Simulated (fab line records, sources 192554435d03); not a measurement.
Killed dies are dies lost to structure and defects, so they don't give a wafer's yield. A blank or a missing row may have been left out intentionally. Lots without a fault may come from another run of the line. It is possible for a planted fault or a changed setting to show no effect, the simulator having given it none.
The tool behind it: which one?	flow n5_finfet	9 lots with 27 wafers sampled at 4 steps, on a route of 1938 steps

WHAT THE GAUGES SHOWED, per wafer
N5_BEOL_M4_CD_MEAS_11: target cd 16.79 nm.
lot	measured	on	cd_nm (nm)
L943	day 7 17:29	cd_sem-03	16.97 16.73 16.67
L946	day 8 13:14	cd_sem-01	16.96 16.66 16.52
L947	day 8 14:23	cd_sem-01	16.94 17.08 17.03
L954	day 10 04:26	cd_sem-01	12.49 12.70 13.12
L956	day 12 10:38	cd_sem-01	13.51 13.14 13.36
L957	day 12 20:28	cd_sem-01	16.88 16.67 17.57
L955	day 12 20:38	cd_sem-03	13.92 14.19 14.54
L958	day 13 00:48	cd_sem-03	17.08 16.86 16.87
L959	day 13 06:29	cd_sem-03	16.59 16.53 17.06

TOOL THAT RAN EACH LOT (tool first, then ch and the chambers of the sampled wafers, then the start)
lot	N5_BEOL_M3_CMP_52	N5_BEOL_M4_ILD_DEP_00	N5_BEOL_M4_EXPOSE_08
L943	cmp-01 ch 0,2,3, day 7 15:35	pecvd-03 ch 0,2, day 7 16:13	euv_scanner-02 ch 0, day 7 17:22
L946	cmp-03 ch 0,1,2, day 8 09:36	pecvd-01 ch 0,1, day 8 10:17	euv_scanner-02 ch 0, day 8 13:07
L947	cmp-03 ch 0,2,3, day 8 12:43	pecvd-03 ch 0,1,2, day 8 13:22	euv_scanner-01 ch 0, day 8 14:16
L954	cmp-01 ch 1,2, day 10 03:07	pecvd-03 ch 0,1, day 10 03:44	euv_scanner-02 ch 0, day 10 04:18
L956	cmp-01 ch 2,3, day 12 08:35	pecvd-01 ch 0,1,2, day 12 09:13	euv_scanner-02 ch 0, day 12 10:30
L957	cmp-03 ch 1,2,3, day 12 17:38	pecvd-03 ch 0,1, day 12 18:15	euv_scanner-01 ch 0, day 12 20:20
L955	cmp-02 ch 0,3, day 12 18:52	pecvd-03 ch 0,1, day 12 19:28	euv_scanner-02 ch 0, day 12 20:30
L958	cmp-01 ch 0,2, day 12 22:47	pecvd-04 ch 1,2, day 12 23:23	euv_scanner-01 ch 0, day 13 00:41
L959	cmp-02 ch 1,3, day 13 03:28	pecvd-03 ch 0,1, day 13 04:03	euv_scanner-01 ch 0, day 13 06:22
- N5_BEOL_M3_CMP_52: polishes, stops on SiOC, t overpolish 6.8 s, target thk 40 nm.
- N5_BEOL_M4_ILD_DEP_00: deposits SiOC from DEMS/O2, target thk 79 nm, time 15.3 s.
- N5_BEOL_M4_EXPOSE_08: exposes mask M4.

THE ANSWER, worked out from the rows above alone
Rule: usual is defined by the lots themselves. The widest of any qualifying gaps counts: lots, ordered by their means at a reading, are off when they make up no more than a third of the lots, leave a main group of 4 or more, and stand apart from it by 3 or more times the standard deviation of that group's means. A main group is skipped when, at the precision printed for the reading in the tables above, its means are all equal. A lot without any number at a reading at which 4 lots or more have one is off too. The other lots that the step has rows for count as sound.
Off: L954, L956, L955 (N5_BEOL_M4_CD_MEAS_11, cd_nm). For the main group the mean is 16.87 nm and the standard deviation 0.13.
If a tool, at a process step before that reading, ran all the lots that are off and no sound lot after the first of them, it fits. Gauges at N5_BEOL_M4_CD_MEAS_11: tried the same way as those tools. One fits: N5_BEOL_M4_EXPOSE_08 on euv_scanner-02. Its last sound lot is L946 (day 8 13:07), its first lot that is off L954 (day 10 04:18): a fault that began between those two fits.

WHAT THE SIMULATOR PUT IN
Process parameter drift: euv_scanner-02, from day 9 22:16 on, at N5_BEOL_M4_EXPOSE_08. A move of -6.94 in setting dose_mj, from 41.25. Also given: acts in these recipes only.
Lots struck among those shown: L954, L956, L955. The rule above found the same.
